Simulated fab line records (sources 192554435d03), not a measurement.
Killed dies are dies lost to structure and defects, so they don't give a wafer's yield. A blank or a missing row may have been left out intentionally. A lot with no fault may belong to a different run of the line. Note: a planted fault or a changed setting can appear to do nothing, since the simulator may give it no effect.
A lot that was struck, set against a sound lot :: flow n5_finfet :: 15 steps out of a route of 1938
Sound: these wafers, L543.1, L543.2, L543.5. Struck: wafers L541.2, L541.3, L541.6. The cause comes at the end.
At each step with rows: each side's tool, then ch and its chambers, then its first start. Under that, the readings that differ: sound wafers :: struck wafers :: difference of the means :: sigmas: that difference in standard deviations of wafers without a fault.
alike: same words and numbers on both sides, and readings whose means sit less than 2 such deviations apart. not compared: any withheld reading, any reading some wafer has no value for, any bound like >300 that may hide the same value, and any number with overlapping values for which the record gives no deviation.
The two part at a step that has a row with sigmas, a row that says differs or no value, or rows on one side only. Numbers that don't overlap but have no deviation are shown without sigmas and don't part them. A reading missing from all wafers of one side parts the sides only when that side holds two or more wafers.

N5_BEOL_M7_OVL_MEAS_29:
  sound on overlay-02 ch 0, day 12 09:08; struck on overlay-02 ch 0, day 12 00:19
  alike: V6_OVL
N5_BEOL_M7_INSPECT_30: inspects for defects (brightfield).
  sound: defect_inspect-01 at day 12 09:11; struck: defect_inspect-02 at day 12 00:22
  alike: raw_defect_count
N5_BEOL_M7_DESCUM_33: chemistry O2, time 7 s.
  sound on rie_diel-02 ch 0,1,3, day 12 09:37; struck on rie_diel-05 ch 0,1,2, day 12 00:24
  alike: drypump_motor_current_A, oes_product_au, rf_vpp_V, showerhead_plenum_p_Torr, throttle_valve_pct
  not compared: rf_hours_counter_h
N5_BEOL_M7_ETCH_72: etches underlayer in N2/H2, target depth 6.5 nm, time 5.2 s.
  sound on rie_diel-02 ch 0,1,3, day 12 09:39; struck on rie_diel-05 ch 0,1,2, day 12 00:26
  alike: drypump_motor_current_A, etch_rf_on_time_s, oes_product_au, rf_fwd_power_W, rf_vpp_V, showerhead_plenum_p_Torr, throttle_valve_pct
  not compared: rf_hours_counter_h
N5_BEOL_M7_ETCH_65: etches SiARC in CF4, target depth 15.6 nm, time 26 s.
  sound on rie_diel-02 ch 0,1,3, day 12 09:40; struck on rie_diel-05 ch 0,1,2, day 12 00:27
  alike: drypump_motor_current_A, etch_rf_on_time_s, oes_product_au, rf_fwd_power_W, rf_vpp_V, showerhead_plenum_p_Torr, throttle_valve_pct
  not compared: rf_hours_counter_h
N5_BEOL_M7_ETCH_66: etches SOC in N2/H2, target depth 80 nm, overetch 16 nm, time 120 s.
  sound on rie_diel-02 ch 0,1,3, day 12 09:42; struck on rie_diel-05 ch 0,1,2, day 12 00:29
  alike: drypump_motor_current_A, oes_product_au, rf_fwd_power_W, rf_vpp_V, showerhead_plenum_p_Torr, throttle_valve_pct
  not compared: rf_hours_counter_h
then, 6 steps without rows for these wafers: N5_BEOL_M7_STRIP_69 (strips in N2/H2); N5_BEOL_M7_STRIP_73 (strips in N2/H2); N5_BEOL_M7_VIA_ETCH_34 (etches SiCOH lowk in C4F6/O2, target depth 125.5 nm, time 50.5 s); N5_BEOL_M7_STRIP_76 (strips in C4F6/O2); N5_BEOL_M7_STRIP_36 (strips in N2/H2); N5_BEOL_M7_TRENCH_ETCH_37 (etches SiCOH lowk in C4F6/O2, target depth 93.478 nm, time 31.2 s).
N5_BEOL_M7_ETCH_41: etches SiCN in CH3F/O2, target depth 31.9 nm, time 57.8 s.
  sound on rie_diel-02 ch 0,1,3, day 12 09:55; struck on rie_diel-05 ch 0,1,2, day 12 00:42
reading: rf_fwd_power_W (W)
sound: 394.0 394.6 392.2
struck: 293.7 296.4 297.7
difference: -97.7
sigmas: -54

reading: rf_vpp_V (V)
sound: 300.6 295.4 295.3
struck: 327.3 322.3 324.4
difference: +27.6
sigmas: +17

reading: model.etch.depth_nm (nm)
sound: 22.97 21.76 21.78
struck: 19.83 19.61 19.43
difference: -2.55
sigmas: 
  alike: drypump_motor_current_A, oes_product_au, showerhead_plenum_p_Torr, throttle_valve_pct
  not compared: rf_hours_counter_h
N5_BEOL_M7_STRIP_80: strips in N2/H2, time 10 s.
  sound: rie_diel-02 ch 0,1,3; struck: rie_diel-05 ch 0,1,2
  alike: drypump_motor_current_A, oes_product_au, rf_vpp_V, showerhead_plenum_p_Torr, throttle_valve_pct
  not compared: rf_hours_counter_h
-- a jump in the record: the struck wafers' starts before and after are 3 days apart (it breaks off in module BEOL_M7 and resumes in module PASSIVATION, where the first step shown is number 1936 of the route) --
N5_PASSIVATION_PROBE_49:
  rows exist in the record for the struck wafers here (prober-01, day 15 03:17), but not for the sound ones

## WHERE THEY PART
Earliest at N5_BEOL_M7_ETCH_41; latest, in this record, at N5_PASSIVATION_PROBE_49.

WHY: what the simulator had put in
Process parameters drifting: rie_diel-05 at N5_BEOL_M7_ETCH_41, beginning at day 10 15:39. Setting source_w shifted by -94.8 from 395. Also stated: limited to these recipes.
